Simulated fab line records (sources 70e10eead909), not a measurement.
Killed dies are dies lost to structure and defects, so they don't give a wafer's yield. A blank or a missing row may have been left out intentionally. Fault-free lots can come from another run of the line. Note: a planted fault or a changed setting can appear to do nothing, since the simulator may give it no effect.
Which tool did it? | flow nand-harc | 27 wafers from 9 lots sampled at 5 of the route's 1302 steps

== WHAT THE GAUGES SHOWED, per wafer ==
NHARC_END_WLT_00. Usual: VT_DECK1_BOTTOM 0.876, standard deviation 0.0063; VT_DECK1_BOTTOM_INNER 0.876, standard deviation 0.0061; VT_DECK1_MEDIAN_NEAR_BOTTOM 0.877, standard deviation 0.007; VT_DECK1_MEDIAN_NEAR_BOTTOM_INNER 0.878, standard deviation 0.0069; VT_DECK1_MIDDLE 0.889, standard deviation 0.0061; VT_DECK1_MIDDLE_INNER 0.889, standard deviation 0.0062; VT_DECK1_TOP 0.901, standard deviation 0.006; VT_DECK1_TOP_INNER 0.901, standard deviation 0.0065; VT_DECK2_BOTTOM 0.874, standard deviation 0.0068; VT_DECK2_BOTTOM_INNER 0.874, standard deviation 0.0064; VT_DECK2_MEDIAN_NEAR_BOTTOM 0.875, standard deviation 0.0067; VT_DECK2_MEDIAN_NEAR_BOTTOM_INNER 0.875, standard deviation 0.0073; VT_DECK2_MIDDLE 0.886, standard deviation 0.0069; VT_DECK2_MIDDLE_INNER 0.887, standard deviation 0.0076; VT_DECK2_TOP 0.898, standard deviation 0.0082; VT_DECK2_TOP_INNER 0.898, standard deviation 0.0073.
lot  | measured     | on        | VT_DECK1_BOTTOM   | VT_DECK1_BOTTOM_INNER | VT_DECK1_MEDIAN_NEAR_BOTTOM | VT_DECK1_MEDIAN_NEAR_BOTTOM_INNER | VT_DECK1_MIDDLE   | VT_DECK1_MIDDLE_INNER | VT_DECK1_TOP      | VT_DECK1_TOP_INNER | VT_DECK2_BOTTOM   | VT_DECK2_BOTTOM_INNER | VT_DECK2_MEDIAN_NEAR_BOTTOM | VT_DECK2_MEDIAN_NEAR_BOTTOM_INNER | VT_DECK2_MIDDLE   | VT_DECK2_MIDDLE_INNER | VT_DECK2_TOP      | VT_DECK2_TOP_INNER | flag
L720 | day 26 03:54 | prober-01 | 0.872 0.871 0.871 | 0.872 0.872 0.866     | 0.870 0.872 0.865           | 0.867 0.869 0.874                 | 0.882 0.883 0.890 | 0.893 0.880 0.883     | 0.896 0.898 0.892 | 0.905 0.903 0.895  | 0.888 0.883 0.877 | 0.887 0.875 0.883     | 0.883 0.883 0.885           | 0.891 0.884 0.885                 | 0.894 0.902 0.904 | 0.898 0.899 0.902     | 0.902 0.910 0.908 | 0.908 0.914 0.914  |
L723 | day 27 18:34 | prober-01 | 0.879 0.879 0.874 | 0.887 0.874 0.879     | 0.878 0.891 0.874           | 0.878 0.878 0.882                 | 0.886 0.891 0.882 | 0.893 0.892 0.887     | 0.899 0.904 0.901 | 0.905 0.906 0.903  | 0.875 0.875 0.883 | 0.876 0.871 0.880     | 0.873 0.875 0.885           | 0.881 0.876 0.880                 | 0.881 0.892 0.882 | 0.892 0.882 0.881     | 0.897 0.899 0.899 | 0.897 0.900 0.900  |
L726 | day 29 06:41 | prober-01 | 0.863 0.856 0.857 | 0.862 0.856 0.864     | 0.871 0.856 0.859           | 0.860 0.862 0.855                 | 0.872 0.877 0.884 | 0.874 0.870 0.869     | 0.887 0.882 0.878 | 0.884 0.881 0.884  | 0.855 0.869 0.872 | 0.866 0.871 0.860     | 0.860 0.876 0.875           | 0.867 0.864 0.869                 | 0.890 0.882 0.879 | 0.882 0.877 0.876     | 0.893 0.882 0.886 | 0.886 0.891 0.891  | OFF
L727 | day 29 06:42 | prober-02 | 0.864 0.855 0.860 | 0.863 0.864 0.868     | 0.865 0.864 0.866           | 0.859 0.858 0.874                 | 0.871 0.868 0.870 | 0.878 0.879 0.875     | 0.883 0.877 0.877 | 0.880 0.890 0.880  | 0.875 0.864 0.871 | 0.876 0.878 0.870     | 0.873 0.872 0.864           | 0.879 0.871 0.876                 | 0.892 0.882 0.883 | 0.887 0.883 0.884     | 0.916 0.897 0.905 | 0.887 0.902 0.900  | OFF
L734 | day 32 15:13 | prober-01 | 0.876 0.868 0.874 | 0.879 0.868 0.874     | 0.872 0.867 0.866           | 0.876 0.871 0.877                 | 0.884 0.880 0.884 | 0.884 0.881 0.885     | 0.893 0.899 0.901 | 0.893 0.900 0.889  | 0.872 0.873 0.876 | 0.876 0.874 0.879     | 0.874 0.874 0.880           | 0.872 0.881 0.868                 | 0.883 0.886 0.890 | 0.883 0.894 0.894     | 0.900 0.911 0.896 | 0.885 0.900 0.906  |
L735 | day 32 18:00 | prober-02 | 0.885 0.875 0.874 | 0.876 0.872 0.872     | 0.870 0.879 0.878           | 0.876 0.877 0.867                 | 0.887 0.884 0.885 | 0.883 0.888 0.895     | 0.899 0.903 0.902 | 0.907 0.907 0.909  | 0.882 0.878 0.883 | 0.884 0.879 0.886     | 0.879 0.892 0.889           | 0.888 0.886 0.891                 | 0.900 0.894 0.901 | 0.903 0.893 0.899     | 0.911 0.907 0.904 | 0.915 0.905 0.915  |
L737 | day 33 02:39 | prober-01 | 0.876 0.870 0.869 | 0.879 0.880 0.882     | 0.872 0.883 0.873           | 0.879 0.882 0.876                 | 0.887 0.893 0.888 | 0.894 0.886 0.889     | 0.900 0.907 0.902 | 0.905 0.891 0.897  | 0.869 0.867 0.869 | 0.872 0.867 0.868     | 0.878 0.879 0.872           | 0.871 0.874 0.873                 | 0.893 0.881 0.876 | 0.884 0.884 0.882     | 0.897 0.895 0.889 | 0.887 0.896 0.896  |
L738 | day 33 01:46 | prober-02 | 0.880 0.887 0.882 | 0.885 0.882 0.885     | 0.883 0.882 0.881           | 0.877 0.888 0.888                 | 0.891 0.894 0.899 | 0.896 0.906 0.892     | 0.916 0.912 0.907 | 0.904 0.909 0.906  | 0.874 0.876 0.887 | 0.871 0.869 0.872     | 0.875 0.872 0.884           | 0.877 0.878 0.883                 | 0.894 0.880 0.889 | 0.892 0.891 0.888     | 0.906 0.901 0.899 | 0.898 0.909 0.902  |
L739 | day 33 09:41 | prober-02 | 0.877 0.884 0.877 | 0.873 0.878 0.881     | 0.872 0.874 0.872           | 0.877 0.884 0.872                 | 0.892 0.887 0.881 | 0.888 0.889 0.888     | 0.896 0.903 0.904 | 0.903 0.900 0.904  | 0.872 0.876 0.880 | 0.881 0.877 0.875     | 0.872 0.875 0.877           | 0.869 0.873 0.881                 | 0.889 0.891 0.893 | 0.885 0.899 0.888     | 0.898 0.910 0.898 | 0.901 0.896 0.897  |

== EACH LOT AND THE TOOL THAT RAN IT (in order: tool; ch and the chambers of the sampled wafers; start) ==
lot  | NHARC_A_CHANNEL_HOLE_D1_ETCH_16               | NHARC_A_CHANNEL_HOLE_D1_ETCH_25  | NHARC_A_CHANNEL_HOLE_D1_ETCH_26  | NHARC_A_CHANNEL_FILL_D1_ALD_02
L720 | rie-diel-10 ch 0,1,3, day 10 07:58 or earlier | har-etch-02 ch 0,1, day 10 07:58 | har-etch-02 ch 0,1, day 10 08:37 | ald-hk-01 ch 1,2,3, day 10 10:50
L723 | rie-diel-10 ch 0,2,3, day 11 23:29 or earlier | har-etch-02 ch 0,1, day 11 23:29 | har-etch-02 ch 0,1, day 12 00:09 | ald-hk-04 ch 1,2, day 12 02:26
L726 | rie-diel-02 ch 0,1, day 13 03:59 or earlier   | har-etch-02 ch 0,1, day 13 03:59 | har-etch-02 ch 0,1, day 13 04:53 | ald-hk-04 ch 1,2, day 13 07:02
L727 | rie-diel-10 ch 1,3, day 13 13:41 or earlier   | har-etch-02 ch 0,1, day 13 13:41 | har-etch-02 ch 0,1, day 13 14:27 | ald-hk-04 ch 0,1,3, day 13 20:13
L734 | rie-diel-10 ch 0,1,2, day 16 04:05 or earlier | har-etch-02 ch 1, day 16 04:05   | har-etch-02 ch 1, day 16 04:52   | ald-hk-01 ch 0,2,3, day 16 07:03
L735 | rie-diel-10 ch 1,2, day 16 04:48              | har-etch-01 ch 0,1, day 16 08:43 | har-etch-01 ch 0,1, day 16 09:36 | ald-hk-04 ch 1,2, day 16 11:52
L737 | rie-diel-10 ch 0,2,3, day 17 09:19 or earlier | har-etch-01 ch 0,1, day 17 09:19 | har-etch-01 ch 0,1, day 17 09:58 | ald-hk-04 ch 2,3, day 17 12:07
L738 | rie-diel-10 ch 0,1,2, day 17 15:59 or earlier | har-etch-01 ch 0,1, day 17 15:59 | har-etch-01 ch 0,1, day 17 16:52 | ald-hk-02 ch 1,2,3, day 17 18:59
L739 | rie-diel-10 ch 0,1,2, day 18 08:01 or earlier | har-etch-01 ch 0,1, day 18 08:01 | har-etch-01 ch 0,1, day 18 08:47 | ald-hk-04 ch 1,3, day 18 10:56
- NHARC_A_CHANNEL_HOLE_D1_ETCH_16: etches the open film in O2/COS, target depth 3100 nm, time 806 s.
- NHARC_A_CHANNEL_HOLE_D1_ETCH_25: etches the open film in C4F8/O2/Ar, time 1040.2 s, target depth 1500 nm.
- NHARC_A_CHANNEL_HOLE_D1_ETCH_26: etches the open film in C4F8/O2/Ar, time 224.1 s, target depth 300 nm.
- NHARC_A_CHANNEL_FILL_D1_ALD_02: deposits SiO2, target thk 6 nm, pulse time 10 s, ald cycles 60.

== AS READ BY THE TOOLS THEMSELVES (means over the sampled wafers that have a number; for cases with no such wafer, the mark the record gives instead) ==
NHARC_A_CHANNEL_HOLE_D1_ETCH_16. Usual: for bias-w, 299.9 W with a standard deviation of 0.9; for cos-flow-sccm, 20.01 sccm with a standard deviation of 0.062; for drypump-motor-current-A, 5.66 A with a standard deviation of 0.29; for oes-product-au, 1.001 a.u. with a standard deviation of 0.0082; for rf-vpp-V, 315.1 V with a standard deviation of 1.9; for showerhead-plenum-p-Torr, 3.18 Torr with a standard deviation of 0.13; for throttle-valve-pct, 28.331 % with a standard deviation of 0.0086.
lot  | tool        | bias-w (W) | cos-flow-sccm (sccm) | drypump-motor-current-A (A) | oes-product-au (a.u.) | rf-vpp-V (V) | showerhead-plenum-p-Torr (Torr) | throttle-valve-pct (%) | flag
L720 | rie-diel-10 | 299.8      | 20.04                | 5.57                        | 1.004                 | 314.7        | 3.13                            | 28.336                 |
L723 | rie-diel-10 | 298.8      | 19.98                | 5.54                        | 1.009                 | 315.1        | 3.21                            | 28.323                 |
L726 | rie-diel-02 | 300.4      | 20.01                | 5.63                        | 0.995                 | 315.9        | 3.24                            | 28.331                 |
L727 | rie-diel-10 | 299.8      | 19.96                | 5.60                        | 1.007                 | 314.3        | 3.07                            | 28.335                 |
L734 | rie-diel-10 | 299.7      | 20.01                | 5.64                        | 0.999                 | 316.0        | 3.23                            | 28.324                 |
L735 | rie-diel-10 | 299.9      | 20.00                | 5.67                        | 1.002                 | 314.4        | 3.18                            | 28.330                 |
L737 | rie-diel-10 | 299.9      | 20.03                | 5.52                        | 0.998                 | 315.8        | 3.20                            | 28.334                 |
L738 | rie-diel-10 | 299.6      | 19.93                | 5.63                        | 0.997                 | 315.9        | 3.23                            | 28.331                 |
L739 | rie-diel-10 | 299.4      | 19.98                | 5.64                        | 0.999                 | 316.0        | 3.23                            | 28.326                 |

NHARC_A_CHANNEL_HOLE_D1_ETCH_25. Usual: drypump-motor-current-A 5.6 A, standard deviation 0.41; showerhead-plenum-p-Torr 3.55 Torr, standard deviation 0.045; throttle-valve-pct 32.235 %, standard deviation 0.0099.
lot  | tool        | drypump-motor-current-A (A) | showerhead-plenum-p-Torr (Torr) | throttle-valve-pct (%) | flag
L720 | har-etch-02 | 5.4                         | 3.57                            | 32.238                 |
L723 | har-etch-02 | 5.5                         | 3.59                            | 32.239                 |
L726 | har-etch-02 | 5.4                         | 3.55                            | 32.237                 |
L727 | har-etch-02 | 5.4                         | 3.55                            | 32.238                 |
L734 | har-etch-02 | 5.2                         | 3.49                            | 32.234                 |
L735 | har-etch-01 | 5.4                         | 3.52                            | 32.244                 |
L737 | har-etch-01 | 5.5                         | 3.51                            | 32.236                 |
L738 | har-etch-01 | 5.8                         | 3.51                            | 32.234                 |
L739 | har-etch-01 | 5.5                         | 3.50                            | 32.237                 |

NHARC_A_CHANNEL_HOLE_D1_ETCH_26. Usual: drypump-motor-current-A 5.6 A, standard deviation 0.41; showerhead-plenum-p-Torr 3.60 Torr, standard deviation 0.048; throttle-valve-pct 24.586 %, standard deviation 0.01.
lot  | tool        | drypump-motor-current-A (A) | showerhead-plenum-p-Torr (Torr) | throttle-valve-pct (%) | flag
L720 | har-etch-02 | 5.4                         | 3.61                            | 24.590                 |
L723 | har-etch-02 | 5.5                         | 3.64                            | 24.589                 |
L726 | har-etch-02 | 5.4                         | 3.60                            | 24.592                 |
L727 | har-etch-02 | 5.4                         | 3.59                            | 24.601                 |
L734 | har-etch-02 | 5.2                         | 3.53                            | 24.582                 |
L735 | har-etch-01 | 5.5                         | 3.56                            | 24.592                 |
L737 | har-etch-01 | 5.5                         | 3.55                            | 24.582                 |
L738 | har-etch-01 | 5.8                         | 3.55                            | 24.586                 |
L739 | har-etch-01 | 5.5                         | 3.54                            | 24.588                 |

NHARC_A_CHANNEL_FILL_D1_ALD_02. Usual: heater-power-w 457 W, standard deviation 61; precursor-pulse-height-rel 1.002, standard deviation 0.02.
lot  | tool      | heater-power-w (W) | precursor-pulse-height-rel | flag
L720 | ald-hk-01 | 406                | 0.989                      |
L723 | ald-hk-04 | 489                | 0.995                      |
L726 | ald-hk-04 | 537                | 0.992                      |
L727 | ald-hk-04 | 516                | 1.002                      |
L734 | ald-hk-01 | 419                | 1.000                      |
L735 | ald-hk-04 | 486                | 0.981                      |
L737 | ald-hk-04 | 469                | 1.007                      |
L738 | ald-hk-02 | 469                | 0.995                      |
L739 | ald-hk-04 | 526                | 0.996                      |

== THE ANSWER, worked out from the rows above alone ==
Rule: a lot counts as off when the mean over its wafers that have a number is more than 3 standard deviations away from the usual mean. A lot without any number at a reading at which 4 lots or more have one is off too. All remaining lots with rows at the step are treated as sound. First the gauges in route order, then the tools' own readings, where a lot's mean is used as printed above. The first step at which some lot is off is used, and at that step the reading that is off furthest; a lot without a number counts as furthest.
Off: L726, L727, seen at NHARC_END_WLT_00 (VT_DECK1_TOP).
If a tool, at a process step before that reading, ran all the lots that are off and no sound lot after the first of them, it fits. Gauges at NHARC_END_WLT_00: tried the same way as those tools. NHARC_A_CHANNEL_HOLE_D1_ETCH_16 gives no start for some lots, so the hours and the order of its lots are those of NHARC_A_CHANNEL_HOLE_D1_ETCH_25. No candidate that was tried fits.

== WHAT WAS PUT IN BY THE SIMULATOR ==
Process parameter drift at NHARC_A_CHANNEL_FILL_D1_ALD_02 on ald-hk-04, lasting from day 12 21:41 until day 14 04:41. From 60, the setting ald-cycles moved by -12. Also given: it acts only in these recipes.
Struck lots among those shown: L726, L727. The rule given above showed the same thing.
